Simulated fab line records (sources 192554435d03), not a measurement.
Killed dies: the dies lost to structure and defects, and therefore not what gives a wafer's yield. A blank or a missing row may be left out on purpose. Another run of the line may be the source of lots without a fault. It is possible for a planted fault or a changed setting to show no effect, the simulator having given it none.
Check for tools in common ; flow n5_finfet ; Sampled: 14 lots, 42 wafers

WHY IT WAS OPENED
2 of 14 lots carry a flag on the reading IOFF_P_LIN at N5_BEOL_M4_RC_MEAS_101. No-fault wafers: 0.102 nA/um, standard deviation 0.013.
Rule: flag the lot when none of its wafers has a number, or when each of its wafers that has one lies beyond 4 standard deviations from that mean. As for the other lots, they are considered sound.

lot;measured;on;IOFF_P_LIN (nA/um), wafer by wafer;flag
L972;day 8 00:08;prober-02;0.092 0.087 0.097;
L975;day 8 18:12;prober-02;0.091 0.091 0.084;
L976;day 9 00:22;prober-02;2.197 2.545 2.675;FLAGGED
L977;day 9 09:47;prober-01;2.452 2.529 2.469;FLAGGED
L984;day 10 23:44;prober-01;0.106 0.126 0.100;
L986;day 11 17:55;prober-01;0.101 0.098 0.110;
L987;day 11 20:21;prober-01;0.102 0.096 0.099;
L988;day 11 21:12;prober-02;0.098 0.085 0.086;
L990;day 11 22:14;prober-01;0.083 0.084 0.096;
L989;day 12 02:36;prober-01;0.104 0.092 0.094;
L991;day 12 19:30;prober-02;0.097 0.096 0.096;
L994;day 13 12:08;prober-02;0.078 0.075 0.080;
L993;day 13 15:14;prober-02;0.093 0.095 0.096;
L995;day 13 18:05;prober-01;0.113 0.136 0.107;
The numbers of the flagged lots are 2.478 nA/um on average: +2.376 nA/um against the usual, or +99 or more standard deviations.

TOOL THAT RAN EACH LOT
2 process steps preceding the reading are held in the record, out of 1938 steps in the route. Every cell lists first the tool, next ch and the chambers used by the sampled wafers, and last the start.
lot;flag;N5_HKMG_FIN_ALD_79;N5_HKMG_FIN_WET_ETCH_65
L972;;ald_metal-01 ch 0,2,3, day 3 23:27;wet_bench-04 ch 0,1,6, day 4 00:28
L975;;ald_metal-03 ch 0,1, day 4 17:31;wet_bench-03 ch 0,1,3, day 4 18:13
L976;FLAGGED;ald_metal-01 ch 0,3, day 5 00:35;wet_bench-04 ch 4,5,6, day 5 01:25
L977;FLAGGED;ald_metal-01 ch 1,3, day 5 06:56;wet_bench-05 ch 0,6,7, day 5 07:38
L984;;ald_metal-01 ch 1,2, day 7 02:07;wet_bench-05 ch 1,2,6, day 7 02:47
L986;;ald_metal-04 ch 1,2,3, day 7 12:07;wet_bench-04 ch 1,2,5, day 7 12:46
L987;;ald_metal-03 ch 1,3, day 7 18:59;wet_bench-04 ch 0,2,7, day 7 19:41
L988;;ald_metal-03 ch 1,2, day 7 23:59;wet_bench-05 ch 2,3,7, day 8 00:39
L990;;ald_metal-01 ch 1,2,3, day 8 12:07;wet_bench-05 ch 0,2,7, day 8 12:46
L989;;ald_metal-03 ch 1,2,3, day 8 06:41;wet_bench-03 ch 0,1,3, day 8 07:23
L991;;ald_metal-03 ch 0,2,3, day 8 19:47;wet_bench-03 ch 2,4,5, day 8 20:41
L994;;ald_metal-01 ch 1,2,3, day 9 18:18;wet_bench-04 ch 1,6,7, day 9 19:04
L993;;ald_metal-04 ch 0,3, day 9 11:25;wet_bench-03 ch 4,5,7, day 9 12:04
L995;;ald_metal-03 ch 0,1, day 10 00:35;wet_bench-05 ch 0,3,7, day 10 01:14
What is done by these steps:
- N5_HKMG_FIN_ALD_79: deposits TiN, target thk 1.5 nm, pulse time 1 s, purge time 3 s.
- N5_HKMG_FIN_WET_ETCH_65: etches a-Si in TMAH, stops on TiN, time 49 s, target depth 3 nm.
- N5_BEOL_M4_RC_MEAS_101

FLAGGED AGAINST TOTAL, ONE TOOL AT A TIME (gauges that did the reading follow at the end)
step;tool;lots run;flagged;share of the flagged lots;sound lots run after its first flagged lot
N5_HKMG_FIN_ALD_79;ald_metal-01;6;2;all;3 (L984,L990,L994)
N5_HKMG_FIN_ALD_79;ald_metal-03;6;0;none;-
N5_HKMG_FIN_ALD_79;ald_metal-04;2;0;none;-
N5_HKMG_FIN_WET_ETCH_65;wet_bench-03;4;0;none;-
N5_HKMG_FIN_WET_ETCH_65;wet_bench-04;5;1;some;3 (L986,L987,L994)
N5_HKMG_FIN_WET_ETCH_65;wet_bench-05;5;1;some;4 (L984,L988,L990,L995)
N5_BEOL_M4_RC_MEAS_101;prober-01;7;1;some;6 (L984,L986,L987,L990,L989,L995)
N5_BEOL_M4_RC_MEAS_101;prober-02;7;1;some;4 (L988,L991,L994,L993)

WHAT IS ALLOWED BY THE TABLE
All flagged lots share 1 row of the table, namely ald_metal-01 at N5_HKMG_FIN_ALD_79.
- ald_metal-01 at N5_HKMG_FIN_ALD_79 ran 6 lots, 2 of them flagged. Sound lots followed the first flagged one (L984, L990, L994) on it, something a lasting fault affecting the whole tool could not allow.
Not one row of the table ran every flagged lot while running no sound lot after the first.

WHAT WAS PUT IN BY THE SIMULATOR
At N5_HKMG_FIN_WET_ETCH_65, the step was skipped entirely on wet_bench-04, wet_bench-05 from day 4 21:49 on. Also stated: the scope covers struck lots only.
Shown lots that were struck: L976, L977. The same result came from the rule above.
